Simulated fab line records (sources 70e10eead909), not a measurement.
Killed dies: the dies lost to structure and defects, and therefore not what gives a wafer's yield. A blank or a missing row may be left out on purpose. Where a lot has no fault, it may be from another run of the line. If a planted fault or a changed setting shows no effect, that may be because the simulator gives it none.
fab line records + flow nandHarc
[record]
- lots = 14
- wafers = 42
- lastDay = 33
route steps=1302 shown A_CHANNEL_HOLE_D2@595 A_CHANNEL_FILL_D2@612
lots that met no fault: from a run of the same line without faults
startH: the number of hours between the record's first day and the start of the first shown wafer of the lot + waitH: time in hours since the lot's previous step + " as in the row above + L1.1+2: a row that stands for several wafers + - value missing, or start not given + * or withheld: withheld + < > ~ a bound
route shown NAME@n: NAME is a module with steps in the file, n the number in the route of the first one + usual: the fault-free wafers' mean and standard deviation + same: alike in all rows + chamber/n: place in a boat + sites: each site's reading + _std_site: standard deviation of those values + _edge_site: the outer-site mean with the inner-site mean subtracted + radiusMm: how far each site lies from the wafer's centre + mask NAME#n: copy n + behind: the most recent tool/chamber to have shaped the wafer + hold: the reason the lot was held/the length of the hold in hours/how it ended + device: which transistor (n, p or np) failed to switch + end of line: at the end of the route, the tests of the same wafers + step lacking rows: just its recipe + killed: dies lost to structure and defects at the first sort, not the wafer's yield + map: the dies of a wafer, with x for killed, . for not killed, _ for no die there
set.NAME: the setting as run; set.NAME@STEP: as run at that earlier step + model.NAME: the simulator's own value behind a step, which no gauge read
steps of the route over a sample of lots; a table a step, a row a wafer
services: a tool's chamber out of use, with start hour (startH, from the record's first day; less than 0 if before it), hours out, and reason
[[steps]]
[step NHARC_A_CHANNEL_HOLE_D2_ETCH_23]
[recipe]
- biasV = 5000
- sourceW = withheld
- pressureMtorr = 20
- timeS = 819
- arFlowSccm = 375
- c4f8FlowSccm = 89.3
- o2FlowSccm = 35.7
- tempC = -20
- targetDepthA = 16000
- chemistry = C4F8/O2/Ar
[usual]
- drypumpMotorCurrentA = 5.99/0.27
- mfcArSccm = 375.1/1.3
- oesAirLineAu = 0.999/0.022
- showerheadPlenumPTorr = 3.63/0.15
- throttleValvePct = 32.156/0.0095
| lot.wafer | tool       | chamber | startH | waitH | drypumpMotorCurrentA | mfcArSccm | oesAirLineAu | rfHoursCounterH | showerheadPlenumPTorr | throttleValvePct |
|-----------|------------|---------|--------|-------|----------------------|-----------|--------------|-----------------|-----------------------|------------------|
| L760.2    | harEtch-02 | 1       | 287.07 | 0.5   | 6.47                 | 378.2     | 1.002        | 341             | 3.42                  | 32.147           |
| L760.3    | "          | 0       | "      | "     | 5.87                 | 376.0     | 0.988        | -               | 3.73                  | 32.158           |
| L760.6    | "          | 0       | "      | "     | 5.89                 | 376.0     | 1.007        | -               | 3.73                  | 32.165           |
| L761.2    | harEtch-01 | 0       | 295.47 | 0.5   | 5.81                 | 374.4     | 0.996        | 158             | 3.70                  | 32.159           |
| L761.4    | "          | 0       | "      | "     | 5.82                 | 375.1     | 0.983        | -               | 3.70                  | 32.157           |
| L761.5    | "          | 1       | "      | "     | 5.85                 | 374.5     | 0.976        | -               | 3.53                  | 32.154           |
| L763.4    | harEtch-02 | 0       | 324.64 | 0.5   | 5.89                 | 373.5     | 1.013        | -               | 3.72                  | 32.153           |
| L763.3    | "          | 1       | "      | "     | 6.47                 | 375.4     | 1.024        | -               | 3.41                  | 32.148           |
| L763.5    | "          | 0       | "      | "     | 5.89                 | 373.6     | 1.021        | -               | 3.72                  | 32.165           |
| L762.2    | harEtch-01 | 0       | 328.47 | 0.5   | 5.82                 | 378.3     | 1.000        | 177             | 3.69                  | 32.164           |
| L762.6    | "          | 0       | "      | "     | 5.82                 | 376.9     | 1.000        | -               | 3.69                  | 32.155           |
| L762.5    | "          | 1       | "      | "     | 5.88                 | 375.5     | 1.040        | -               | 3.52                  | 32.156           |
| L764.1    | harEtch-02 | 1       | 328.59 | 0.5   | 6.50                 | 373.4     | 1.042        | 368             | 3.40                  | 32.155           |
| L764.2    | "          | 0       | "      | "     | 5.87                 | 374.8     | 0.993        | 390             | 3.71                  | 32.158           |
| L764.4    | "          | 1       | "      | "     | 6.52                 | 373.7     | 1.022        | -               | 3.40                  | 32.154           |
| L766.3    | harEtch-01 | 0       | 361.90 | 0.5   | 5.85                 | 375.5     | 0.997        | -               | 3.68                  | 32.166           |
| L766.6    | "          | 1       | "      | "     | 5.87                 | 375.6     | 0.994        | -               | 3.51                  | 32.149           |
| L766.5    | "          | 0       | "      | "     | 5.83                 | 375.9     | 0.962        | -               | 3.68                  | 32.145           |
| L767.1    | harEtch-02 | 1       | 365.30 | 0.5   | 6.51                 | 376.0     | 0.998        | 390             | 3.39                  | 32.148           |
| L767.3    | "          | 1       | "      | "     | 6.50                 | 373.1     | 0.968        | -               | 3.39                  | 32.159           |
| L767.5    | "          | 1       | "      | "     | 6.51                 | 375.4     | 0.972        | -               | 3.39                  | 32.140           |
| L769.2    | harEtch-01 | 1       | 394.65 | 0.5   | 5.87                 | 374.8     | 1.046        | 215             | 3.50                  | 32.175           |
| L769.5    | "          | 0       | "      | "     | 5.84                 | 373.6     | 1.002        | -               | 3.67                  | 32.152           |
| L769.6    | "          | 1       | "      | "     | 5.88                 | 376.0     | 1.021        | -               | 3.50                  | 32.148           |
| L771.4    | harEtch-02 | 1       | 405.95 | 0.5   | 6.48                 | 373.3     | 0.975        | -               | 3.93                  | 32.155           |
| L771.3    | "          | 0       | "      | "     | 5.89                 | 374.0     | 0.974        | -               | 3.70                  | 32.168           |
| L771.5    | "          | 1       | "      | "     | 6.51                 | 373.2     | 1.037        | -               | 3.93                  | 32.152           |
| L772.2    | harEtch-01 | 0       | 416.44 | 0.5   | 5.82                 | 375.7     | 1.002        | 231             | 3.66                  | 32.167           |
| L772.5    | "          | 0       | "      | "     | 5.84                 | 374.9     | 1.022        | -               | 3.66                  | 32.152           |
| L772.6    | "          | 1       | "      | "     | 5.87                 | 375.8     | 0.988        | -               | 3.49                  | 32.171           |
| L781.1    | harEtch-01 | 0       | 510.68 | 0.5   | 5.82                 | 374.0     | 1.017        | 292             | 3.63                  | 32.138           |
| L781.2    | "          | 1       | "      | "     | 5.88                 | 374.9     | 0.999        | 292             | 3.46                  | 32.157           |
| L781.4    | "          | 0       | "      | "     | 5.82                 | 375.1     | 0.955        | -               | 3.63                  | 32.147           |
| L780.2    | harEtch-02 | 0       | 512.27 | 0.5   | 5.88                 | 376.5     | 0.990        | 62              | 3.66                  | 32.161           |
| L780.4    | "          | 1       | "      | "     | 6.52                 | 373.2     | 1.016        | -               | 3.90                  | 32.145           |
| L780.5    | "          | 0       | "      | "     | 5.90                 | 373.0     | 0.953        | -               | 3.66                  | 32.158           |
| L782.1    | harEtch-02 | 1       | 517.60 | 0.5   | 6.51                 | 375.8     | 0.990        | 66              | 3.90                  | 32.172           |
| L782.3    | "          | 0       | "      | "     | 5.87                 | 375.1     | 0.984        | -               | 3.66                  | 32.168           |
| L782.6    | "          | 0       | "      | "     | 5.88                 | 374.9     | 1.050        | -               | 3.66                  | 32.153           |
| L783.2    | harEtch-01 | 0       | 534.09 | 0.5   | 5.83                 | 373.5     | 0.990        | 304             | 3.62                  | 32.147           |
| L783.1    | "          | 1       | "      | "     | 5.86                 | 377.6     | 0.988        | 304             | 3.46                  | 32.155           |
| L783.5    | "          | 0       | "      | "     | 5.80                 | 374.6     | 1.003        | -               | 3.62                  | 32.129           |
[step NHARC_A_CHANNEL_FILL_D2_ALD_02]
[recipe]
- targetThkA = 60
- pulseTimeS = 10
- aldCycles = 60
- tempC = 300
- material = SiO2
[usual]
- heaterPowerW = 471/62
- precursorPulseHeightRel = 1.002/0.018
| lot.wafer | tool     | chamber | startH | waitH | heaterPowerW | precursorPulseHeightRel |
|-----------|----------|---------|--------|-------|--------------|-------------------------|
| L760.2    | aldHk-04 | 3       | 291.61 | -     | 503          | 1.068                   |
| L760.3    | "        | 0       | "      | "     | 408          | 0.988                   |
| L760.6    | "        | 2       | "      | "     | 376          | 0.995                   |
| L761.2    | aldHk-04 | 1       | 299.89 | -     | 488          | 0.985                   |
| L761.4    | "        | 2       | "      | "     | 375          | 0.981                   |
| L761.5    | "        | 0       | "      | "     | 400          | 0.999                   |
| L763.3    | aldHk-04 | 3       | 328.88 | -     | 507          | 0.996                   |
| L763.4    | "        | 0       | "      | "     | 400          | 0.991                   |
| L763.5    | "        | 3       | "      | "     | 514          | 1.005                   |
| L762.2    | aldHk-02 | 2       | 333.30 | -     | 438          | 0.990                   |
| L762.6    | "        | 3       | "      | "     | 435          | 0.977                   |
| L762.5    | "        | 0       | "      | "     | 557          | 0.986                   |
| L764.4    | aldHk-02 | 3       | 333.51 | -     | 444          | 0.980                   |
| L764.1    | "        | 1       | "      | "     | 484          | 0.979                   |
| L764.2    | "        | 2       | "      | "     | 442          | 0.999                   |
| L766.3    | aldHk-04 | 0       | 366.54 | -     | 402          | 0.991                   |
| L766.6    | "        | 2       | "      | "     | 376          | 1.012                   |
| L766.5    | "        | 3       | "      | "     | 502          | 0.993                   |
| L767.3    | aldHk-02 | 0       | 374.98 | -     | 569          | 0.995                   |
| L767.1    | "        | 1       | "      | "     | 480          | 1.022                   |
| L767.5    | "        | 3       | "      | "     | 416          | 0.988                   |
| L769.2    | aldHk-01 | 2       | 399.49 | -     | 495          | 1.005                   |
| L769.5    | "        | 0       | "      | "     | 585          | 1.030                   |
| L769.6    | "        | 1       | "      | "     | 497          | 0.993                   |
| L771.4    | aldHk-04 | 0       | 410.46 | -     | 413          | 1.006                   |
| L771.3    | "        | 1       | "      | "     | 493          | 1.031                   |
| L771.5    | "        | 3       | "      | "     | 505          | 0.994                   |
| L772.2    | aldHk-02 | 3       | 421.10 | -     | 411          | 0.995                   |
| L772.5    | "        | 0       | "      | "     | 567          | 1.016                   |
| L772.6    | "        | 1       | "      | "     | 491          | 0.990                   |
| L781.4    | aldHk-01 | 1       | 515.15 | -     | 490          | 0.994                   |
| L781.2    | "        | 2       | "      | "     | 529          | 0.987                   |
| L781.1    | "        | 0       | "      | "     | 594          | 1.020                   |
| L780.4    | aldHk-04 | 0       | 516.62 | -     | 411          | 1.011                   |
| L780.2    | "        | 1       | "      | "     | 499          | 1.018                   |
| L780.5    | "        | 1       | "      | "     | 510          | 1.027                   |
| L782.3    | aldHk-01 | 0       | 522.18 | -     | 595          | 0.996                   |
| L782.1    | "        | 2       | "      | "     | 521          | 1.023                   |
| L782.6    | "        | 3       | "      | "     | 425          | 1.031                   |
| L783.2    | aldHk-01 | 0       | 539.14 | -     | 605          | 1.028                   |
| L783.1    | "        | 2       | "      | "     | 507          | 0.964                   |
| L783.5    | "        | 3       | "      | "     | 414          | 0.996                   |
[step NHARC_A_CHANNEL_FILL_D2_ALD_15]
[recipe]
- targetThkA = 20
- pulseTimeS = 60
- aldCycles = 19
- tempC = 630
- pressureTorr = 2
- material = SiNx
[usual]
- precursorPulseHeightRel = 0.999/0.019
| lot.wafer | tool           | chamber | startH | waitH | precursorPulseHeightRel |
|-----------|----------------|---------|--------|-------|-------------------------|
| L760.2    | aldSinBatch-01 | 0       | -      | -     | 0.975                   |
| L760.3    | "              | 0       | "      | "     | 0.996                   |
| L760.6    | "              | 0       | "      | "     | 1.008                   |
| L761.2    | aldSinBatch-03 | 0       | -      | -     | 1.000                   |
| L761.4    | "              | 0       | "      | "     | 0.990                   |
| L761.5    | "              | 0       | "      | "     | 1.002                   |
| L762.2    | aldSinBatch-03 | 0       | -      | -     | 1.008                   |
| L762.5    | "              | 0       | "      | "     | 1.021                   |
| L762.6    | "              | 0       | "      | "     | 1.015                   |
| L763.3    | aldSinBatch-03 | 0       | -      | -     | 0.996                   |
| L763.4    | "              | 0       | "      | "     | 0.981                   |
| L763.5    | "              | 0       | "      | "     | 1.000                   |
| L764.1    | aldSinBatch-03 | 0       | -      | -     | 1.017                   |
| L764.2    | "              | 0       | "      | "     | 0.994                   |
| L764.4    | "              | 0       | "      | "     | 1.006                   |
| L766.3    | aldSinBatch-03 | 0       | 379.50 | 3.1   | 0.971                   |
| L766.5    | "              | 0       | "      | "     | 1.053                   |
| L766.6    | "              | 0       | "      | "     | 0.984                   |
| L767.1    | aldSinBatch-03 | 0       | -      | -     | 0.991                   |
| L767.3    | "              | 0       | "      | "     | 1.001                   |
| L767.5    | "              | 0       | "      | "     | 0.992                   |
| L769.2    | aldSinBatch-02 | 0       | -      | -     | 0.990                   |
| L769.5    | "              | 0       | "      | "     | 0.956                   |
| L769.6    | "              | 0       | "      | "     | 1.010                   |
| L771.3    | aldSinBatch-02 | 0       | -      | -     | 0.995                   |
| L771.4    | "              | 0       | "      | "     | 1.032                   |
| L771.5    | "              | 0       | "      | "     | 0.981                   |
| L772.2    | aldSinBatch-02 | 0       | -      | -     | 0.977                   |
| L772.5    | "              | 0       | "      | "     | 0.996                   |
| L772.6    | "              | 0       | "      | "     | 0.970                   |
| L780.2    | aldSinBatch-03 | 0       | -      | -     | 0.993                   |
| L780.4    | "              | 0       | "      | "     | 1.045                   |
| L780.5    | "              | 0       | "      | "     | 0.990                   |
| L781.1    | aldSinBatch-03 | 0       | -      | -     | 1.007                   |
| L781.2    | "              | 0       | "      | "     | 1.013                   |
| L781.4    | "              | 0       | "      | "     | 0.984                   |
| L782.1    | aldSinBatch-02 | 0       | -      | -     | 0.969                   |
| L782.3    | "              | 0       | "      | "     | 0.992                   |
| L782.6    | "              | 0       | "      | "     | 0.990                   |
| L783.1    | aldSinBatch-02 | 0       | -      | -     | 1.051                   |
| L783.2    | "              | 0       | "      | "     | 1.019                   |
| L783.5    | "              | 0       | "      | "     | 0.985                   |
[step NHARC_A_CHANNEL_FILL_D2_ETCHBACK_19]
[recipe]
- targetDepthA = 50
- timeS = 1.7
- hbrFlowSccm = 150
- cl2FlowSccm = 50
- rfW = 400
- icpW = 400
- biasW = 100
- chemistry = HBr/Cl2
[usual]
- drypumpMotorCurrentA = 5.60/0.25
- mfcCl2Sccm = 50.01/0.15
- oesProductAu = 1.001/0.007
- throttleValvePct = 26.406/0.0088
| lot.wafer | tool     | chamber | startH | waitH | drypumpMotorCurrentA | mfcCl2Sccm | oesProductAu | rfHoursCounterH | throttleValvePct |
|-----------|----------|---------|--------|-------|----------------------|------------|--------------|-----------------|------------------|
| L760.3    | rieSi-02 | 3       | 317.34 | 0.4   | 6.00                 | 49.78      | 1.004        | 0.2             | 26.397           |
| L760.2    | "        | 0       | "      | "     | 5.41                 | 50.12      | 0.995        | 0.2             | 26.409           |
| L760.6    | "        | 1       | "      | "     | 5.59                 | 49.93      | 1.007        | -               | 26.397           |
| L761.4    | rieSi-05 | 3       | 324.81 | 0.4   | 5.87                 | 49.86      | 0.988        | 0.1             | 26.406           |
| L761.2    | "        | 0       | "      | "     | 5.25                 | 49.96      | 1.001        | 0.1             | 26.411           |
| L761.5    | "        | 1       | "      | "     | 5.78                 | 50.33      | 0.993        | -               | 26.407           |
| L762.2    | rieSi-06 | 2       | 356.03 | 0.4   | 5.35                 | 49.81      | 1.010        | 0.6             | 26.398           |
| L762.5    | "        | 2       | "      | "     | 5.36                 | 50.18      | 0.999        | -               | 26.401           |
| L762.6    | "        | 3       | "      | "     | 5.21                 | 50.04      | 0.996        | -               | 26.413           |
| L763.4    | rieSi-05 | 0       | 356.04 | 0.4   | 5.29                 | 49.86      | 1.002        | 0.3             | 26.407           |
| L763.3    | "        | 2       | "      | "     | 5.84                 | 50.09      | 1.005        | 0.3             | 26.420           |
| L763.5    | "        | 3       | "      | "     | 5.87                 | 49.82      | 1.000        | -               | 26.432           |
| L764.4    | rieSi-02 | 3       | 356.06 | 0.4   | 5.99                 | 49.99      | 1.008        | 0.4             | 26.412           |
| L764.1    | "        | 0       | "      | "     | 5.39                 | 50.26      | 0.991        | 0.4             | 26.406           |
| L764.2    | "        | 1       | "      | "     | 5.59                 | 50.09      | 0.993        | 0.4             | 26.404           |
| L766.3    | rieSi-05 | 3       | 393.62 | 0.4   | 5.89                 | 50.03      | 1.000        | 0.5             | 26.408           |
| L766.6    | "        | 1       | "      | "     | 5.74                 | 49.75      | 0.997        | -               | 26.404           |
| L766.5    | "        | 2       | "      | "     | 5.79                 | 49.79      | 1.003        | -               | 26.407           |
| L767.1    | rieSi-05 | 2       | 401.11 | 0.4   | 5.84                 | 50.10      | 0.996        | 0.5             | 26.402           |
| L767.3    | "        | 3       | "      | "     | 5.87                 | 50.17      | 0.999        | 0.5             | 26.405           |
| L767.5    | "        | 0       | "      | "     | 5.29                 | 49.84      | 1.001        | -               | 26.408           |
| L769.2    | rieSi-02 | 3       | 420.74 | 0.4   | 6.00                 | 49.79      | 1.005        | 0.7             | 26.408           |
| L769.6    | "        | 3       | "      | "     | 5.98                 | 50.02      | 1.008        | -               | 26.397           |
| L769.5    | "        | 0       | "      | "     | 5.40                 | 50.14      | 1.007        | -               | 26.414           |
| L771.4    | rieSi-02 | 0       | 432.38 | 0.4   | 5.38                 | 50.27      | 1.001        | 0.9             | 26.403           |
| L771.3    | "        | 1       | "      | "     | 5.58                 | 50.16      | 1.002        | 0.9             | 26.406           |
| L771.5    | "        | 1       | "      | "     | 5.58                 | 49.94      | 1.014        | -               | 26.420           |
| L772.2    | rieSi-02 | 1       | 448.04 | 0.4   | 5.58                 | 49.97      | 0.997        | 1.0             | 26.412           |
| L772.6    | "        | 3       | "      | "     | 6.00                 | 50.18      | 1.008        | -               | 26.403           |
| L772.5    | "        | 0       | "      | "     | 5.38                 | 49.76      | 0.993        | -               | 26.397           |
| L781.1    | rieSi-05 | 0       | 540.62 | 0.4   | 5.29                 | 50.12      | 0.696        | 0.2             | 26.413           |
| L781.4    | "        | 2       | "      | "     | 5.82                 | 50.11      | 0.994        | 0.3             | 26.387           |
| L781.2    | "        | 3       | "      | "     | 5.87                 | 50.12      | 0.701        | 0.2             | 26.383           |
| L780.4    | rieSi-06 | 2       | 540.63 | 0.4   | 5.35                 | 50.00      | 0.993        | 0.6             | 26.426           |
| L780.2    | "        | 0       | "      | "     | 5.54                 | 50.26      | 0.998        | 0.6             | 26.407           |
| L780.5    | "        | 1       | "      | "     | 5.27                 | 49.99      | 0.994        | -               | 26.415           |
| L782.1    | rieSi-05 | 0       | 547.46 | 0.4   | 5.29                 | 49.76      | 0.698        | 0.3             | 26.403           |
| L782.3    | "        | 2       | "      | "     | 5.83                 | 49.79      | 0.697        | 0.3             | 26.421           |
| L782.6    | "        | 3       | "      | "     | 5.86                 | 50.19      | 0.993        | -               | 26.403           |
| L783.1    | rieSi-02 | 1       | 560.73 | 0.4   | 5.56                 | 50.10      | 1.008        | 0.7             | 26.414           |
| L783.2    | "        | 3       | "      | "     | 5.99                 | 49.81      | 1.011        | 0.8             | 26.413           |
| L783.5    | "        | 1       | "      | "     | 5.56                 | 49.98      | 1.008        | -               | 26.416           |
[[services]]
| tool           | chamber | startH | hours | kind                         |
|----------------|---------|--------|-------|------------------------------|
| aldSinBatch-02 | -       | 266.20 | 26.0  | pm                           |
| rieSi-06       | 1       | 275.92 | 4.4   | repair                       |
| rieSi-02       | -       | 277.00 | 9.0   | pm                           |
| rieSi-05       | -       | 305.00 | 9.0   | pm                           |
| aldHk-01       | -       | 305.35 | 10.0  | pm                           |
| aldHk-04       | -       | 320.93 | 1.3   | repair                       |
| harEtch-02     | 1       | 367.90 | -     | consumableReplace:showerhead |
| harEtch-02     | 1       | 367.90 | 17.0  | scheduledDown                |
| harEtch-02     | 1       | 367.90 | 17.0  | ventCycle                    |
| harEtch-01     | -       | 377.65 | 4.9   | repair                       |
| harEtch-02     | -       | 387.28 | 17.0  | pm                           |
| harEtch-02     | 0       | 387.28 | 17.0  | ventCycle                    |
| rieSi-02       | 3       | 407.83 | 3.4   | repair                       |
| harEtch-02     | -       | 414.25 | 12.5  | repair                       |
| rieSi-06       | -       | 426.00 | 9.0   | pm                           |
| rieSi-02       | -       | 454.00 | 9.0   | pm                           |
| rieSi-05       | 2       | 458.81 | 1.0   | repair                       |
| aldHk-01       | -       | 480.47 | 1.0   | repair                       |
| rieSi-05       | -       | 482.00 | 9.0   | pm                           |
| aldHk-01       | -       | 483.35 | 10.0  | pm                           |
| rieSi-06       | 2       | 496.63 | 4.2   | repair                       |
| aldSinBatch-01 | -       | 508.23 | 26.0  | pm                           |
| rieSi-02       | 0       | 520.42 | 2.8   | repair                       |
| rieSi-06       | 2       | 553.63 | 6.4   | repair                       |
[[key]]
[firstSign]
- step = NHARC_A_CHANNEL_FILL_D2_ETCHBACK_19
- reading = oesProductAu
- direction = down
- sigmas = 43
- usual = 1.001
- struck = 0.698
effect none on later readings
metAt NHARC_A_CHANNEL_FILL_D2_ETCHBACK_19
struckLots L781,L782
struckWafers L781.1,L781.2,L782.1,L782.3
laterRowsLeftOut L781.1,L781.2,L782.1,L782.3
sortLeftOut L781.1,L781.2,L782.1,L782.3
testerLeftOut L781,L782
notActingAt NHARC_A_CHANNEL_HOLE_D2_ETCH_23,NHARC_A_CHANNEL_FILL_D2_ALD_02,NHARC_A_CHANNEL_FILL_D2_ALD_15
onsetBetween 401.11 540.62
[fault]
- kind = processParameterDrift
- tool = rieSi-05
- chamber = -
- onsetH = 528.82
- steps = NHARC_A_CHANNEL_FILL_D2_ETCHBACK_19
- channel = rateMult
- offset = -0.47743
- shape = step
- endH = 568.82
- scope = struckWafersOnly
// testerLeftOut: of these lots the tester's yield and bins aren't shown, on N5 and GAA mostly nor the transistor test; their killed dies are dies lost to structure and defects alone, not to doping, threshold or leakage, so they don't give the yield
// sortLeftOut: the simulated sort isn't trusted on such a fault, so these wafers' sort isn't shown, and their yield isn't known
// laterRowsLeftOut: the simulator's readings of these wafers behind a module that went badly wrong aren't trusted and aren't shown, but for the sort
